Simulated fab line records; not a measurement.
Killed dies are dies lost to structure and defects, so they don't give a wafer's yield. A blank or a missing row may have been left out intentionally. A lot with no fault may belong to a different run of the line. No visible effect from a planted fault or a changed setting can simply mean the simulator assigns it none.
fab line records	flow n5_finfet
[record] lots = 12	wafers = 35	last_day = 18
route steps=1938 shown BEOL_M15@1820 MIM_BOT@1833 MIM_BOT_LITHO@1860 PASSIVATION@1936
lots with no fault: from the same line, run without faults
start_h: start of the lot's first displayed wafer, in hours after the record's first day	wait_h: how many hours have passed since the lot's step before this one	" repeats the value in the row above	L1.1+2: several wafers, shown together as one row	- no value, or no start given	* or withheld: withheld	< > ~ a bound
route shown NAME@n: names a module that has steps shown in the file, with the first one's number in the route	usual: average and standard deviation across the fault-free wafers	same: alike in all rows	chamber/n: place in a boat	sites: the reading at each site	_std_site: standard deviation across them	_edge_site: mean of outer sites minus mean of inner sites	radius_mm: for every site, how far away it sits from the centre of the wafer	mask NAME#n: copy n	behind: the tool/chamber that last shaped the wafer	hold: why the lot was held/for how many hours/how that ended	device: whichever transistor did not switch (one of n, p or np)	end of line: tests run on the same wafers once the route is complete	a step without rows: its recipe alone	killed: the dies lost at the first sort to structure and to defects; this is not the yield of the wafer	map: the dies of a wafer, with x for killed, . for not killed, _ for no die there
set.NAME: the setting that was run; set.NAME@STEP: the one run at that earlier step	model.NAME: the simulator's own value behind a step, which no gauge read
the route's steps for a sample of lots (tables are steps, rows are wafers)
services: a tool's chamber out of use, with start hour (start_h, from the record's first day; less than 0 if before it), hours out, and reason
[[steps]]
[step N5_BEOL_M15_SPUTTER_44]
[recipe] material = Ta	target_thk_a = 150	temp_c = 50	bias_v = 80	power_w = 15000	chamber_pressure_pa = 0.07	time_s = 24.19
[usual] bias_v = 80.0/0.81	throttle_valve_pct = 29.8/0.85
lot.wafer	tool	chamber	start_h	wait_h	bias_v	throttle_valve_pct
L915.3	pvd_sputter-01	-	247.91	0.0	79.5	30.2
L915.5	"	-	"	"	80.3	29.4
L915.6	"	-	"	"	80.2	29.1
L920.1	pvd_sputter-01	-	272.94	0.0	79.9	30.4
L920.2	"	-	"	"	79.7	29.0
L920.3	"	-	"	"	81.0	29.1
L919.1	pvd_sputter-01	-	273.34	0.0	78.9	30.4
L919.5	"	-	"	"	81.6	30.1
L919.6	"	-	"	"	78.8	30.2
L921.1	pvd_sputter-02	-	284.36	0.0	81.2	31.2
L921.3	"	-	"	"	78.5	28.5
L921.6	"	-	"	"	80.1	29.8
L922.1	pvd_sputter-01	-	295.45	0.0	79.2	29.4
L922.2	"	-	"	"	78.8	29.4
L922.5	"	-	"	"	78.9	30.2
L923.3	pvd_sputter-03	-	309.19	0.0	79.3	30.7
L923.4	"	-	"	"	79.7	31.4
L923.6	"	-	"	"	79.1	30.9
L926.1	pvd_sputter-01	-	330.44	0.0	80.3	30.3
L926.2	"	-	"	"	79.7	30.5
L926.5	"	-	"	"	79.6	29.3
L932.1	pvd_sputter-02	-	369.12	0.0	79.2	27.8
L932.6	"	-	"	"	80.4	30.0
L931.3	pvd_sputter-02	-	375.28	0.0	80.7	28.1
L931.4	"	-	"	"	79.9	29.8
L931.6	"	-	"	"	79.5	28.4
L935.2	pvd_sputter-02	-	389.29	0.0	79.3	28.1
L935.4	"	-	"	"	79.0	29.8
L935.5	"	-	"	"	79.5	30.2
L937.1	pvd_sputter-03	-	403.91	0.0	81.3	28.5
L937.4	"	-	"	"	78.0	30.2
L937.5	"	-	"	"	80.7	29.0
L938.1	pvd_sputter-01	-	418.84	0.0	80.8	29.4
L938.5	"	-	"	"	79.8	30.3
L938.6	"	-	"	"	80.6	29.3
[step N5_BEOL_M15_RS_MEAS_54]
[recipe] thk_meas_gauge = four-point-probe	reads = Cu_of_BEOL_M15_ECD_47+Ta_of_BEOL_M15_SPUTTER_44+TaN_of_BEOL_M15_SPUTTER_43
[usual] M15_RS = 0.0215/0.00044
lot.wafer	tool	chamber	start_h	wait_h	M15_RS[ohm/sq]
L915.3	film_metro-01	-	249.07	0.1	0.0221
L915.5	"	-	"	"	0.0217
L915.6	"	-	"	"	0.0215
L920.1	film_metro-02	-	274.12	0.0	0.0218
L920.2	"	-	"	"	0.0214
L920.3	"	-	"	"	0.0222
L919.1	film_metro-02	-	274.77	0.0	0.0215
L919.5	"	-	"	"	0.0210
L919.6	"	-	"	"	0.0209
L921.1	film_metro-01	-	286.15	0.0	0.0216
L921.3	"	-	"	"	0.0213
L921.6	"	-	"	"	0.0218
L922.1	film_metro-01	-	296.61	0.0	0.0213
L922.2	"	-	"	"	0.0216
L922.5	"	-	"	"	0.0215
L923.3	film_metro-02	-	310.35	0.1	0.0213
L923.4	"	-	"	"	0.0212
L923.6	"	-	"	"	0.0209
L926.1	film_metro-01	-	332.29	0.0	0.0212
L926.2	"	-	"	"	0.0217
L926.5	"	-	"	"	0.0212
L932.1	film_metro-02	-	370.27	0.0	0.0210
L932.6	"	-	"	"	0.0211
L931.3	film_metro-01	-	376.44	0.1	0.0220
L931.4	"	-	"	"	0.0218
L931.6	"	-	"	"	0.0220
L935.2	film_metro-01	-	390.59	0.1	0.0223
L935.4	"	-	"	"	0.0219
L935.5	"	-	"	"	0.0214
L937.1	film_metro-02	-	405.90	0.0	0.0207
L937.4	"	-	"	"	0.0213
L937.5	"	-	"	"	0.0209
L938.1	film_metro-01	-	420.01	0.0	0.0216
L938.5	"	-	"	"	0.0207
L938.6	"	-	"	"	0.0211
[step N5_MIM_BOT_SPUTTER_00]
[recipe] material = TiN	target_thk_a = 350	temp_c = 200	power_w = 3000	chamber_pressure_pa = 0.49996	gas = Ar	reactive_partial_pa = 0.37997	time_s = 89.7
[usual] throttle_valve_pct = 29.9/0.92
lot.wafer	tool	chamber	start_h	wait_h	throttle_valve_pct
L915.3	pvd_sputter-01	-	251.05	0.0	30.2
L915.5	"	-	"	"	29.5
L915.6	"	-	"	"	30.6
L920.1	pvd_sputter-01	-	278.06	0.0	29.3
L920.2	"	-	"	"	29.7
L920.3	"	-	"	"	30.2
L919.1	pvd_sputter-03	-	278.06	0.0	29.9
L919.5	"	-	"	"	28.8
L919.6	"	-	"	"	31.1
L921.1	pvd_sputter-03	-	289.41	0.0	30.8
L921.3	"	-	"	"	31.2
L921.6	"	-	"	"	31.3
L922.1	pvd_sputter-03	-	298.70	0.0	30.7
L922.2	"	-	"	"	31.4
L922.5	"	-	"	"	31.2
L923.3	pvd_sputter-01	-	312.61	0.0	30.5
L923.4	"	-	"	"	28.9
L923.6	"	-	"	"	29.0
L926.1	pvd_sputter-01	-	333.40	0.0	30.4
L926.2	"	-	"	"	29.0
L926.5	"	-	"	"	29.4
L932.1	pvd_sputter-02	-	372.04	0.0	28.1
L932.6	"	-	"	"	28.0
L931.3	pvd_sputter-03	-	377.86	0.0	30.1
L931.4	"	-	"	"	31.1
L931.6	"	-	"	"	30.2
L935.2	pvd_sputter-03	-	392.21	0.0	30.1
L935.4	"	-	"	"	31.2
L935.5	"	-	"	"	29.9
L937.1	pvd_sputter-02	-	407.49	0.0	31.2
L937.4	"	-	"	"	28.2
L937.5	"	-	"	"	30.7
L938.1	pvd_sputter-01	-	421.14	0.0	29.1
L938.5	"	-	"	"	30.4
L938.6	"	-	"	"	30.3
[step N5_MIM_BOT_LITHO_DEVELOP_07]
[recipe] develop_time_s = 60	rinse_liquid = diw	dry = air_spin	dev_temp_c = 21
lot.wafer	tool	chamber	start_h	wait_h
L915.3+5+6	litho_track-01	0	253.56	-
L920.1+2+3	litho_track-02	0	282.11	-
L919.1+5+6	litho_track-02	0	282.27	-
L921.1+3+6	litho_track-04	0	291.89	-
L922.1+2+5	litho_track-02	0	300.48	-
L923.3+4+6	litho_track-01	0	314.72	-
L926.1+2+5	litho_track-02	0	337.80	-
L932.1+6	litho_track-02	0	375.82	-
L931.3+4+6	litho_track-02	0	381.72	-
L935.2+4+5	litho_track-04	0	394.92	-
L937.1+4+5	litho_track-04	0	411.75	-
L938.1+5+6	litho_track-04	0	424.42	-
[step N5_MIM_BOT_LITHO_CD_MEAS_08]
[recipe] target_cd_nm = 3000	landing_energy_ev = 500	detector = se_inlens	polarity = opening
[usual] cd_nm = 3001.5/2.1
lot.wafer	tool	chamber	start_h	wait_h	cd_nm
L915.3	cd_sem-02	0	253.68	-	3006.3
L915.5	"	0	"	"	3003.8
L915.6	"	0	"	"	3000.6
L920.1	cd_sem-02	0	282.22	-	3003.0
L920.2	"	0	"	"	3000.7
L920.3	"	0	"	"	2998.9
L919.1	cd_sem-02	0	282.39	-	3003.4
L919.5	"	0	"	"	3000.9
L919.6	"	0	"	"	3003.6
L921.1	cd_sem-02	0	292.01	-	3000.7
L921.3	"	0	"	"	3003.1
L921.6	"	0	"	"	3002.6
L922.1	cd_sem-03	0	300.60	-	2999.3
L922.2	"	0	"	"	3001.1
L922.5	"	0	"	"	2999.8
L923.3	cd_sem-03	0	314.83	-	3000.7
L923.4	"	0	"	"	3001.6
L923.6	"	0	"	"	3002.3
L926.1	cd_sem-02	0	337.91	-	3003.1
L926.2	"	0	"	"	2999.3
L926.5	"	0	"	"	3002.5
L932.1	cd_sem-03	0	375.93	-	2999.2
L932.6	"	0	"	"	2993.5
L931.3	cd_sem-01	0	381.84	-	3001.1
L931.4	"	0	"	"	2998.5
L931.6	"	0	"	"	2994.5
L935.2	cd_sem-03	0	395.04	-	2999.9
L935.4	"	0	"	"	3000.1
L935.5	"	0	"	"	3001.8
L937.1	cd_sem-01	0	411.86	-	2999.3
L937.4	"	0	"	"	2999.0
L937.5	"	0	"	"	3003.3
L938.1	cd_sem-02	0	424.54	-	3000.9
L938.5	"	0	"	"	3004.6
L938.6	"	0	"	"	2999.8
[step N5_PASSIVATION_PROBE_49]
[usual] defect_limited_yield = 91.1/1.5	killed_at_M0_to_M3 = 37/11	killed_at_M4_up = 13/5.6	killed_at_contacts = 12/5.6	killed_at_front_end = 39/11	killed_at_other = 4/3.1	killed_dies = 105/18	killed_open = 69/13	killed_short = 35/7.4	sort_bin_5_function = 5.1/0.92	sort_bin_6_memory = 3.4/0.76	sort_bin_8_speed = 0.02/0.11	sort_n_pass = 1075/18	sort_yield_pct = 91.1/1.5
[same] gross_dies = 1180	killed_at_back_side = 0	sort_bin_4_leakage[%] = 0
lot.wafer	tool	chamber	start_h	wait_h	defect_limited_yield[%]	killed_at_M0_to_M3	killed_at_M4_up	killed_at_contacts	killed_at_front_end	killed_at_other	killed_dies	killed_open	killed_short	sort_bin_5_function[%]	sort_bin_6_memory[%]	sort_bin_8_speed[%]	sort_n_pass	sort_yield_pct[%]
L926.1	prober-02	-	349.16	0.0	92.0	34	13	20	26	1	94	66	28	5.0	2.7	0	1086	92.0
L926.2	prober-02	-	349.21	0.1	90.5	40	7	30	33	2	112	71	41	5.3	3.6	0	1068	90.5
// killed by level:class
L926.1 MOL_CONTACT_COAG:geometric_particle:open=17 BEOL_M4:geometric_particle:open=10 BEOL_M3:geometric_particle:open=8 BEOL_M0_SAQP:geometric_particle:short=7 BEOL_M0_SAQP:geometric_particle:open=5 BEOL_M1:geometric_particle:short=5 FIN_SAQP:geometric_particle:open=4 GATE_CUT:geometric_particle:short=4
L926.2 MOL_CONTACT_COAG:geometric_particle:open=24 BEOL_M0_SAQP:geometric_particle:short=13 BEOL_M3:geometric_particle:open=10 BEOL_M0_SAQP:geometric_particle:open=8 FIN_SAQP:geometric_particle:open=7 DUMMY_GATE:geometric_particle:open=6 MOL_CONTACT_COAG:geometric_particle:short=6 BEOL_M1:geometric_particle:open=5
[[services]]
tool	chamber	start_h	hours	kind
litho_track-01	-	262.23	-	consumable_replace:filter
litho_track-04	-	267.89	-	consumable_replace:filter
pvd_sputter-02	-	311.06	2.8	repair
pvd_sputter-03	-	348.61	9.2	repair
litho_track-01	-	353.04	-	consumable_replace:filter
pvd_sputter-02	-	408.90	9.1	repair
pvd_sputter-03	-	417.42	3.6	repair
[[key]]
[first_sign] step = N5_MIM_BOT_LITHO_CD_MEAS_08	reading = cd_nm	direction = down	sigmas = 3.6	usual = 3001.5	struck = 2994.0
effect none on later readings
met_at N5_MIM_BOT_LITHO_DEVELOP_07
struck_lots L931,L932
struck_wafers L931.6,L932.6
not_acting_at N5_BEOL_M15_SPUTTER_44,N5_BEOL_M15_RS_MEAS_54,N5_MIM_BOT_SPUTTER_00
onset_between 337.80 375.82
[fault] kind = process_parameter_drift	tool = litho_track-02	chamber = -	onset_h = 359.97	steps = N5_MIM_BOT_LITHO_DEVELOP_07	channel = develop_time_s	offset = *	shape = step	end_h = 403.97	scope = struck_wafers_only	acts_in = *	stated = *
